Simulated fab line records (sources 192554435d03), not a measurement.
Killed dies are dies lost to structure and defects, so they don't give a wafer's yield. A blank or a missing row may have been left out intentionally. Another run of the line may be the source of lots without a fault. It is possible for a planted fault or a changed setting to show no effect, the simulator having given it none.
Matching of chambers + flow n5 finfet + rie diel-02 running N5_FIN_CUT_ETCH_30: 4 sister chambers
The step etches underlayer in N2/H2, target depth 13 nm, time 10.4 s. 20 wafers are shown with their chamber, then 9 later ones without.

EACH WAFER AND ITS CHAMBER
| wafer  | chamber | drypump motor current A (A) | showerhead plenum p Torr (Torr) | throttle valve pct (%) |
|--------|---------|-----------------------------|---------------------------------|------------------------|
| L075.2 | 0       | 5.5                         | 2.43                            | 17.80                  |
| L075.3 | 3       | 5.6                         | 2.39                            | 17.72                  |
| L075.6 | 3       | 5.6                         | 2.39                            | 17.72                  |
| L076.2 | 1       | 5.1                         | 2.62                            | 18.19                  |
| L076.4 | 0       | 5.5                         | 2.43                            | 17.80                  |
| L076.5 | 1       | 5.0                         | 2.62                            | 18.18                  |
| L077.4 | 0       | 5.5                         | 2.43                            | 17.81                  |
| L077.5 | 3       | 5.6                         | 2.38                            | 17.72                  |
| L077.6 | 2       | 6.3                         | 2.56                            | 18.28                  |
| L081.2 | 1       | 5.0                         | 2.61                            | 18.21                  |
| L081.5 | 2       | 6.3                         | 2.56                            | 18.31                  |
| L081.6 | 3       | 5.6                         | 2.38                            | 17.75                  |
| L085.2 | 1       | 5.1                         | 2.61                            | 18.22                  |
| L085.4 | 0       | 5.5                         | 2.42                            | 17.85                  |
| L085.6 | 1       | 5.1                         | 2.61                            | 18.21                  |
| L086.1 | 0       | 5.5                         | 2.42                            | 17.84                  |
| L086.4 | 3       | 5.7                         | 2.38                            | 17.75                  |
| L086.5 | 2       | 6.3                         | 2.55                            | 18.31                  |
| L088.2 | 3       | 5.6                         | 2.38                            | 17.75                  |
| L088.5 | 3       | 5.6                         | 2.38                            | 17.78                  |

SIGNATURES, as means of the wafers listed above
| reading                  | chamber 0 | chamber 1 | chamber 2 | chamber 3 | scatter within a chamber |
|--------------------------|-----------|-----------|-----------|-----------|--------------------------|
| drypump motor current A  | 5.500     | 5.060     | 6.300     | 5.614     | 0.0359                   |
| showerhead plenum p Torr | 2.4260    | 2.6140    | 2.5567    | 2.3829    | 0.0053                   |
| throttle valve pct       | 17.8200   | 18.2020   | 18.3000   | 17.7414   | 0.0209                   |
Rule: for a wafer and a chamber, the distance is found by dividing, reading by reading, the gap between the wafer's reading and the chamber's mean by the reading's scatter, squaring, summing and taking the root. The wafer belongs to the nearest chamber; if the next one is less than 2 further off, it can't be placed. The scatter: the root of (the sum of the squares of (reading less its chamber's mean) over the shown wafers, divided by (wafers less chambers)).

WAFERS MISSING THEIR CHAMBER
| wafer  | drypump motor current A (A) | showerhead plenum p Torr (Torr) | throttle valve pct (%) |
|--------|-----------------------------|---------------------------------|------------------------|
| L088.6 | 5.5                         | 2.42                            | 17.86                  |
| L091.1 | 6.4                         | 2.55                            | 18.35                  |
| L091.3 | 6.4                         | 2.55                            | 18.34                  |
| L091.4 | 5.6                         | 2.37                            | 17.75                  |
| L094.1 | 5.5                         | 2.42                            | 17.84                  |
| L094.2 | 6.4                         | 2.54                            | 18.33                  |
| L094.5 | 6.4                         | 2.55                            | 18.34                  |
| L095.2 | 5.6                         | 2.37                            | 17.78                  |
| L095.5 | 5.6                         | 2.37                            | 17.79                  |

CHAMBER TAKEN BY EACH
| wafer  | from the rows above | in truth |
|--------|---------------------|----------|
| L088.6 | 0                   | 0        |
| L091.1 | 2                   | 2        |
| L091.3 | 2                   | 2        |
| L091.4 | 3                   | 3        |
| L094.1 | 0                   | 0        |
| L094.2 | 2                   | 2        |
| L094.5 | 2                   | 2        |
| L095.2 | 3                   | 3        |
| L095.5 | 3                   | 3        |
Placed correctly: 9 of 9. Left unplaced by these rows: 0. Wrongly placed: 0.
